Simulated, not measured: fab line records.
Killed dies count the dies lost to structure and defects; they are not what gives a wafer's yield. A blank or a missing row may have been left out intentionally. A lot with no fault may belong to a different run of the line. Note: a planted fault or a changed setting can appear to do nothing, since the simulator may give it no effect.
fab line records ; flow nandHarc
record: lots: 12; wafers: 36; lastDay: 33
route steps=1302 shown P_GATE@202 P_CONTACT@218
lots with no fault: from the same line, run without faults
startH: hours from the record's opening day to when the first of the lot's shown wafers began ; waitH: hours since the lot's step before ; " as in the row above ; L1.1+2: several wafers, shown together as one row ; - value missing, or start not given ; * or withheld: withheld ; < > ~ a bound
route shown NAME@n: a module of which the file shows steps, and the number in the route of the first ; usual: the fault-free wafers' mean and standard deviation ; same: alike in all rows ; chamber/n: place in a boat ; sites: readings site by site ; _std_site: standard deviation across them ; _edge_site: the outer-site mean with the inner-site mean subtracted ; radiusMm: how far each site lies from the wafer's centre ; mask NAME#n: copy n ; behind: the most recent tool/chamber to have shaped the wafer ; hold: reason for holding the lot/hours on hold/outcome of the hold ; device: names the non-switching transistor (n, p or np) ; end of line: the tests these same wafers got at the end of their route ; a step with no rows: only its recipe ; killed: not the wafer's yield, but the dies lost to structure and defects at the first sort ; map: a wafer's dies, marking killed ones x, the rest . and places with no die _
set.NAME: the setting that was run; set.NAME@STEP: the one run at that earlier step ; model.NAME: the simulator's own value behind a step, which no gauge read
a sample of lots followed through the steps of the route, with each step as a table and each wafer as a row
services: from which hour (startH, from the record's first day; less than 0 if before it) a tool's chamber was out of use, for how many hours, and why
== steps ==
step: NHARC_P_GATE_DESCUM_93
recipe: timeS: 3; o2FlowSccm: 200; arFlowSccm: 0; biasPowerW: 0; chemistry: O2
usual: drypumpMotorCurrentA: 5.8/0.53; oesProductAu: 0.995/0.0091; rfVppV: 57.7/0.98; showerheadPlenumPTorr: 1.92/0.077; throttleValvePct: 11.311/0.0087
same: biasPowerW: 0; timeS: 3
lot.wafer;tool;chamber;startH;waitH;drypumpMotorCurrentA;oesProductAu;rfHoursCounterH;rfVppV;showerheadPlenumPTorr;throttleValvePct
L442.1;rieDiel-09;2;119.89;-;6.1;0.994;10;58.0;1.95;11.309
L442.5;rieDiel-09;1;119.89;-;6.2;0.985;-;56.7;1.97;11.320
L442.6;rieDiel-09;2;119.89;-;6.2;0.995;-;57.5;1.95;11.307
L444.2;rieDiel-09;3;137.54;-;6.3;1.002;10;56.4;1.85;11.313
L444.6;rieDiel-09;0;137.54;-;6.3;1.003;-;58.1;1.83;11.299
L444.5;rieDiel-09;1;137.54;-;6.2;0.999;-;58.0;1.97;11.323
L445.1;rieDiel-13;0;148.97;-;6.2;1.002;6;57.4;1.86;11.322
L445.3;rieDiel-13;1;148.97;-;5.5;1.004;5;58.1;1.99;11.328
L445.5;rieDiel-13;3;148.97;-;5.1;1.011;-;58.7;1.98;11.315
L446.3;rieDiel-02;3;159.78;-;5.5;0.995;10;55.7;1.82;11.310
L446.5;rieDiel-02;1;159.78;-;4.9;0.991;-;58.6;1.86;11.313
L446.6;rieDiel-02;2;159.78;-;6.2;0.999;-;58.5;2.05;11.307
L454.2;rieDiel-13;0;239.84;-;6.1;0.998;4;59.0;1.86;11.305
L454.4;rieDiel-13;2;239.84;-;5.5;0.994;4;57.3;2.00;11.317
L454.5;rieDiel-13;1;239.84;-;5.5;0.996;-;56.0;1.99;11.314
L456.4;rieDiel-09;0;265.50;-;6.4;0.995;9;56.8;1.83;11.315
L456.3;rieDiel-09;3;265.50;-;6.3;0.996;9;57.2;1.85;11.302
L456.5;rieDiel-09;0;265.50;-;6.3;0.997;-;58.1;1.83;11.313
L457.3;rieDiel-09;2;275.39;-;6.2;0.990;9;58.6;1.94;11.305
L457.1;rieDiel-09;1;275.39;-;6.2;0.997;9;58.5;1.97;11.311
L457.6;rieDiel-09;2;275.39;-;6.2;0.991;-;58.1;1.94;11.310
L458.1;rieDiel-13;2;278.43;-;5.5;1.005;5;57.3;2.00;11.308
L458.4;rieDiel-13;0;278.43;-;6.2;1.004;5;57.2;1.86;11.315
L458.3;rieDiel-13;1;278.43;-;5.5;1.003;5;58.1;1.99;11.312
L459.1;rieDiel-09;2;293.31;-;6.2;0.989;10;58.2;1.94;11.308
L459.2;rieDiel-09;3;293.31;-;6.2;0.996;10;58.2;1.85;11.313
L459.5;rieDiel-09;2;293.31;-;6.2;1.000;-;56.6;1.94;11.308
L462.2;rieDiel-13;2;326.37;-;5.5;1.001;8;57.5;2.00;11.307
L462.6;rieDiel-13;0;326.37;-;6.1;1.011;-;56.7;1.86;11.307
L462.5;rieDiel-13;1;326.37;-;5.5;1.002;-;57.7;1.99;11.309
L463.1;rieDiel-09;1;330.38;-;6.2;1.011;0;59.7;1.97;11.315
L463.5;rieDiel-09;2;330.38;-;6.1;0.996;-;59.0;1.94;11.303
L463.6;rieDiel-09;3;330.38;-;6.3;1.010;-;57.0;1.85;11.296
L464.1;rieDiel-02;2;337.88;-;6.2;0.993;7;58.5;2.04;11.298
L464.4;rieDiel-02;3;337.88;-;5.5;0.973;6;59.0;1.82;11.293
L464.5;rieDiel-02;2;337.88;-;6.2;0.999;-;55.8;2.04;11.317
step: NHARC_P_GATE_DEGAS_109
recipe: tempC: 300; timeS: 60
usual: heaterPowerW: 477/48
same: timeS: 60
lot.wafer;tool;chamber;startH;waitH;heaterPowerW
L442.1;pvdSputter-01;-;121.83;0.1;402
L442.6;pvdSputter-01;-;121.83;0.1;488
L442.5;pvdSputter-01;-;121.83;0.1;410
L444.2;pvdSputter-01;-;139.46;0.1;412
L444.6;pvdSputter-01;-;139.46;0.1;410
L444.5;pvdSputter-01;-;139.46;0.1;461
L445.3;pvdSputter-02;-;150.94;0.1;460
L445.1;pvdSputter-02;-;150.94;0.1;417
L445.5;pvdSputter-02;-;150.94;0.1;461
L446.3;pvdSputter-03;-;161.71;0.1;460
L446.5;pvdSputter-03;-;161.71;0.1;498
L446.6;pvdSputter-03;-;161.71;0.1;461
L454.4;pvdSputter-01;-;241.80;0.1;425
L454.2;pvdSputter-01;-;241.80;0.1;494
L454.5;pvdSputter-01;-;241.80;0.1;460
L456.3;pvdSputter-03;-;267.89;0.1;446
L456.4;pvdSputter-03;-;267.89;0.1;489
L456.5;pvdSputter-03;-;267.89;0.1;442
L457.3;pvdSputter-03;-;277.36;0.1;490
L457.1;pvdSputter-03;-;277.36;0.1;442
L457.6;pvdSputter-03;-;277.36;0.1;483
L458.3;pvdSputter-03;-;280.38;0.1;509
L458.1;pvdSputter-03;-;280.38;0.1;441
L458.4;pvdSputter-03;-;280.38;0.1;473
L459.1;pvdSputter-01;-;295.25;0.1;460
L459.2;pvdSputter-01;-;295.25;0.1;411
L459.5;pvdSputter-01;-;295.25;0.1;481
L462.2;pvdSputter-01;-;328.34;0.1;500
L462.6;pvdSputter-01;-;328.34;0.1;426
L462.5;pvdSputter-01;-;328.34;0.1;444
L463.1;pvdSputter-03;-;332.30;0.1;505
L463.5;pvdSputter-03;-;332.30;0.1;466
L463.6;pvdSputter-03;-;332.30;0.1;459
L464.1;pvdSputter-01;-;339.84;0.1;453
L464.4;pvdSputter-01;-;339.84;0.1;415
L464.5;pvdSputter-01;-;339.84;0.1;484
step: NHARC_P_CONTACT_DEP_00
recipe: targetThkA: 5000; tempC: 400; pressureTorr: 6.5; rfW: 900; teosFlowSccm: 161.4; flowSccm: 2650; targetThkNm: 500; gas: O2; material: SiO2
usual: flowSccm: 2650/7.7; heaterPowerW: 560/110; rfFwdPowerW: 897.8/2.4; showerheadVppV: 1821/110; throttleValvePct: 16.1/0.44
lot.wafer;tool;chamber;startH;waitH;flowSccm;heaterPowerW;rfFwdPowerW;showerheadVppV;throttleValvePct
L442.1;pecvd-02;0;123.16;-;2645;461;897.3;1929;16.3
L442.5;pecvd-02;2;123.16;-;2639;586;896.9;1816;15.9
L442.6;pecvd-02;0;123.16;-;2637;331;895.7;1888;16.2
L444.2;pecvd-02;0;141.01;-;2651;305;1256.5;2247;16.4
L444.5;pecvd-02;2;141.01;-;2642;383;1258.3;2137;16.2
L444.6;pecvd-02;0;141.01;-;2639;327;1256.0;2255;16.3
L445.3;pecvd-01;1;152.19;-;2666;576;897.6;1809;15.6
L445.1;pecvd-01;0;152.19;-;2642;752;893.7;1930;16.4
L445.5;pecvd-01;2;152.19;-;2666;389;896.3;1866;15.9
L446.3;pecvd-02;1;163.05;-;2636;578;1255.0;1999;16.2
L446.5;pecvd-02;0;163.05;-;2642;301;1258.4;2226;16.3
L446.6;pecvd-02;1;163.05;-;2650;592;1257.0;1988;16.0
L454.2;pecvd-02;1;243.14;-;2652;682;898.5;1661;15.4
L454.4;pecvd-02;0;243.14;-;2647;397;900.7;1933;16.3
L454.5;pecvd-02;1;243.14;-;2650;516;896.5;1684;15.4
L456.3;pecvd-02;1;269.14;-;2651;527;898.0;1676;15.4
L456.4;pecvd-02;2;269.14;-;2654;551;899.1;1827;15.9
L456.5;pecvd-02;0;269.14;-;2657;433;899.5;1905;16.4
L457.1;pecvd-02;1;278.82;-;2641;576;894.7;1695;15.5
L457.3;pecvd-02;2;278.82;-;2651;570;897.6;1794;15.8
L457.6;pecvd-02;1;278.82;-;2640;563;897.1;1677;15.3
L458.3;pecvd-02;0;281.63;-;2643;476;901.3;1924;16.4
L458.1;pecvd-02;1;281.63;-;2646;672;898.5;1675;15.7
L458.4;pecvd-02;0;281.63;-;2645;341;900.6;1928;16.2
L459.1;pecvd-04;0;296.51;-;2651;602;891.6;1896;15.6
L459.2;pecvd-04;2;296.51;-;2650;563;899.0;1968;16.3
L459.5;pecvd-04;2;296.51;-;2649;573;898.4;1985;16.5
L462.2;pecvd-04;0;329.77;-;2642;598;897.1;1908;15.1
L462.6;pecvd-04;2;329.77;-;2641;611;895.5;1967;16.4
L462.5;pecvd-04;0;329.77;-;2642;608;894.1;1909;15.5
L463.1;pecvd-04;1;333.63;-;2651;684;899.5;1644;16.5
L463.5;pecvd-04;0;333.63;-;2659;614;900.7;1878;15.6
L463.6;pecvd-04;1;333.63;-;2651;695;898.7;1620;16.5
L464.1;pecvd-01;0;341.14;-;2667;696;901.3;1889;16.7
L464.4;pecvd-01;2;341.14;-;2648;409;894.8;1843;15.8
L464.5;pecvd-01;0;341.14;-;2658;753;900.7;1867;16.7
step: NHARC_P_CONTACT_STRIP_28
recipe: o2FlowSccm: 500; arFlowSccm: 0; biasW: 0; chemistry: O2
usual: drypumpMotorCurrentA: 5.9/0.35; oesProductAu: 0.997/0.01; rfVppV: 57.8/0.95; showerheadPlenumPTorr: 3.55/0.14; throttleValvePct: 17.037/0.0095
lot.wafer;tool;chamber;startH;waitH;drypumpMotorCurrentA;oesProductAu;rfHoursCounterH;rfVppV;showerheadPlenumPTorr;throttleValvePct
L442.1;rieDiel-12;0;125.57;0.1;6.2;1.003;0.6;57.4;3.71;17.030
L442.6;rieDiel-12;0;125.57;0.1;6.2;1.004;-;57.2;3.71;17.038
L442.5;rieDiel-12;1;125.57;0.1;6.4;1.003;-;57.1;3.77;17.040
L444.2;rieDiel-03;0;143.55;0.1;5.3;0.986;2.0;56.9;3.44;17.031
L444.6;rieDiel-03;3;143.55;0.1;5.7;0.987;-;58.3;3.32;17.045
L444.5;rieDiel-03;0;143.55;0.1;5.3;0.987;-;56.8;3.44;17.029
L445.1;rieDiel-07;1;154.78;0.1;6.3;1.000;0.7;57.5;3.51;17.031
L445.3;rieDiel-07;0;154.78;0.1;5.7;0.992;0.7;56.8;3.41;17.028
L445.5;rieDiel-07;2;154.78;0.1;6.1;1.020;-;59.0;3.77;17.034
L446.3;rieDiel-03;2;165.45;0.1;6.3;0.991;2.7;58.5;3.53;17.042
L446.6;rieDiel-03;0;165.45;0.1;5.4;0.993;-;57.5;3.45;17.032
L446.5;rieDiel-03;1;165.45;0.1;5.8;0.993;-;56.5;3.57;17.033
L454.2;rieDiel-12;2;245.42;0.1;5.7;0.994;5.0;58.0;3.62;17.041
L454.4;rieDiel-12;3;245.42;0.1;5.3;1.007;3.5;56.9;3.48;17.040
L454.5;rieDiel-12;1;245.42;0.1;6.3;0.992;-;57.5;3.76;17.034
L456.4;rieDiel-07;2;271.50;0.1;6.1;1.011;4.3;59.1;3.77;17.020
L456.3;rieDiel-07;3;271.50;0.1;5.9;0.987;3.9;57.8;3.54;17.016
L456.5;rieDiel-07;0;271.50;0.1;5.7;0.988;-;58.7;3.41;17.027
L457.1;rieDiel-07;0;281.10;0.1;5.7;0.984;4.3;58.8;3.41;17.065
L457.3;rieDiel-07;1;281.10;0.1;6.3;0.997;4.6;57.5;3.50;17.031
L457.6;rieDiel-07;1;281.10;0.1;6.2;0.994;-;57.7;3.50;17.027
L458.1;rieDiel-12;0;284.07;0.1;6.2;1.004;0.0;58.4;3.71;17.026
L458.3;rieDiel-12;2;284.07;0.1;5.7;0.988;0.0;59.0;3.62;17.027
L458.4;rieDiel-12;3;284.07;0.1;5.3;1.005;-;58.2;3.48;17.030
L459.1;rieDiel-12;3;298.85;0.1;5.3;1.009;0.7;56.5;3.48;17.021
L459.2;rieDiel-12;1;298.85;0.1;6.4;0.999;0.1;58.7;3.76;17.032
L459.5;rieDiel-12;3;298.85;0.1;5.3;1.006;-;56.3;3.48;17.052
L462.2;rieDiel-07;1;332.02;0.1;6.3;0.982;1.0;56.5;3.50;17.039
L462.5;rieDiel-07;0;332.02;0.1;5.8;0.997;-;56.9;3.41;17.037
L462.6;rieDiel-07;1;332.02;0.1;6.2;0.976;-;57.8;3.50;17.040
L463.1;rieDiel-03;2;335.99;0.1;6.3;0.987;2.3;57.4;3.52;17.031
L463.6;rieDiel-03;2;335.99;0.1;6.3;0.976;-;55.9;3.52;17.038
L463.5;rieDiel-03;3;335.99;0.1;5.7;0.992;-;57.1;3.32;17.041
L464.1;rieDiel-03;0;343.41;0.1;5.4;1.007;2.9;57.5;3.44;17.052
L464.5;rieDiel-03;0;343.41;0.1;5.4;1.012;-;58.3;3.44;17.041
L464.4;rieDiel-03;3;343.41;0.1;5.7;1.000;-;57.8;3.32;17.027
== services ==
tool;chamber;startH;hours;kind
rieDiel-12;2;97.43;1.9;repair
rieDiel-03;-;104.30;9.0;pm
rieDiel-07;-;117.20;9.0;pm
rieDiel-13;3;121.84;8.2;repair
rieDiel-12;3;134.16;21.5;repair
rieDiel-09;-;143.10;9.0;pm
pvdSputter-03;-;143.57;1.6;repair
rieDiel-13;-;165.00;9.0;pm
rieDiel-12;-;169.19;0.6;repair
pvdSputter-03;-;170.00;10.0;pm
pecvd-02;0;172.39;6.7;repair
pvdSputter-01;-;218.39;4.0;repair
rieDiel-09;1;225.27;7.2;repair
pvdSputter-01;-;225.48;2.7;repair
pecvd-02;-;227.49;13.0;pm
pvdSputter-01;-;228.22;10.0;pm
rieDiel-12;3;231.38;9.6;repair
rieDiel-07;0;247.72;2.6;repair
rieDiel-03;1;248.17;4.0;repair
rieDiel-09;2;248.53;4.6;repair
rieDiel-13;0;251.41;1.9;repair
rieDiel-07;3;251.59;6.0;repair
rieDiel-09;2;297.16;7.6;repair
rieDiel-09;-;320.10;9.0;pm
== key ==
firstSign: step: NHARC_P_CONTACT_DEP_00; reading: rfFwdPowerW; direction: up; sigmas: 99+; usual: *; struck: *
effect: step: NHARC_P_CONTACT_DEP_00; reading: showerheadVppV; direction: up; sigmas: 2.9; usual: 1821; struck: 2142
metAt NHARC_P_CONTACT_DEP_00
struckLots L444,L446
testerLeftOut L444,L446
notActingAt NHARC_P_GATE_DESCUM_93,NHARC_P_GATE_DEGAS_109,NHARC_P_CONTACT_STRIP_28
onsetBetween 123.16 141.01
fault: kind: processParameterDrift; tool: pecvd-02; chamber: -; onsetH: 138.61; steps: NHARC_P_CONTACT_DEP_00; channel: rfW; offset: *; shape: step; endH: 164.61; actsIn: *; stated: *
testerLeftOut: of these lots the tester's yield and bins aren't shown, on N5 and GAA mostly nor the transistor test; their killed dies are dies lost to structure and defects alone, not to doping, threshold or leakage, so they don't give the yield
